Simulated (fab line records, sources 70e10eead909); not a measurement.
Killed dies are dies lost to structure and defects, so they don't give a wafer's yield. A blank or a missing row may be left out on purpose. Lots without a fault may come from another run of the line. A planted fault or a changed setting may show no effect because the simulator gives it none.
A struck lot beside a sound one | flow nand_harc | 14 steps out of a route of 1302
Sound: wafers L253.2, L253.3, L253.5. Struck: wafers L269.2, L269.3, L269.6. The cause comes at the end.
At each step with rows: each side's tool, then ch and its chambers, then its first start. Under that, the readings that differ: sound wafers | struck wafers | difference of the means | sigmas: that difference in standard deviations of wafers without a fault.
alike: readings whose means differ by less than 2 such deviations, and words and numbers that are the same on both sides. not compared: withheld readings, readings that some wafer has no value for, bounds like >300 that may hide the same value, and numbers for which the record gives no deviation and whose values overlap.
The two part at a step that has a row with sigmas, a row that says differs or no value, or rows on one side only. Numbers that don't overlap but have no deviation are shown without sigmas and don't part them. A reading that every wafer of one side lacks parts them only if that side has two wafers or more.

first, 1 step without rows for these wafers: NHARC_A_M0_PRE_CLEAN_29 (time 30 s).
NHARC_A_M0_PVD_20: deposits TaN, target thk 5 nm, time 8.06 s.
  sound on pvd_sputter-02; struck on pvd_sputter-01
  alike: throttle_valve_pct
NHARC_A_M0_PVD_21: deposits Cu, target thk 30 nm, time 20.49 s.
  sound on pvd_sputter-02; struck on pvd_sputter-01
  alike: throttle_valve_pct
then, 1 step without rows for these wafers: NHARC_A_M0_ECD_22 (material Cu, target thk 400 nm).
NHARC_A_M0_ANNEAL_30: time 90 s.
  sound on rtp_anneal-02 ch 0, day 24 09:46; struck on rtp_anneal-02 ch 0, day 30 08:53
  alike: wafer_temp_C_max
then, 1 step without rows for these wafers: NHARC_A_M0_CMP_23 (polishes, t overpolish 20 s, target thk 113.75 nm).
NHARC_A_M0_THK_MEAS_24: measures by xrf.
  sound on film_metro-02, day 24 10:23; struck on film_metro-02, day 30 09:31
  alike: thk_nm
then, 1 step without rows for these wafers: NHARC_A_M0_SRD_25.
NHARC_A_M0_INSPECT_27:
  sound on defect_inspect-01, day 24 10:33; struck on defect_inspect-01, day 30 09:40
  alike: raw_defect_count
NHARC_A_M0_PRE_CLEAN_31: time 12 s.
  sound on pecvd-02 ch 0,2, day 24 10:37; struck on pecvd-01 ch 0,2, day 30 09:45
  alike: heater_power_w
NHARC_A_M0_DEP_32: deposits SiCN, target thk 30 nm.
  sound on pecvd-02 ch 0,2, day 24 10:42; struck on pecvd-01 ch 0,2, day 30 09:51
  alike: chamber_pressure_Torr, heater_power_outer_w, heater_power_w
NHARC_A_M1_DEP_00: deposits SiOC, target thk 182.5 nm.
  sound on pecvd-03 ch 0,1,2, day 24 11:10; struck on pecvd-02 ch 0,1,2, day 30 10:13
  no value came back on the struck wafers for chamber_pressure_Torr (Torr), rf_fwd_power_W (W); on the sound wafers chamber_pressure_Torr (Torr) reads 4.986 5.005 5.006
then, 1 step without rows for these wafers: NHARC_A_M1_DEHYDRATE_01 (time 120 s).
NHARC_END_SORT_01:
  the record has rows for the struck wafers here (prober-01 ch 0, day 32 00:59) and none for the sound ones

WHERE THEY PART
First at NHARC_A_M1_DEP_00; last, within this record, at NHARC_END_SORT_01.

WHY: what the simulator had put in
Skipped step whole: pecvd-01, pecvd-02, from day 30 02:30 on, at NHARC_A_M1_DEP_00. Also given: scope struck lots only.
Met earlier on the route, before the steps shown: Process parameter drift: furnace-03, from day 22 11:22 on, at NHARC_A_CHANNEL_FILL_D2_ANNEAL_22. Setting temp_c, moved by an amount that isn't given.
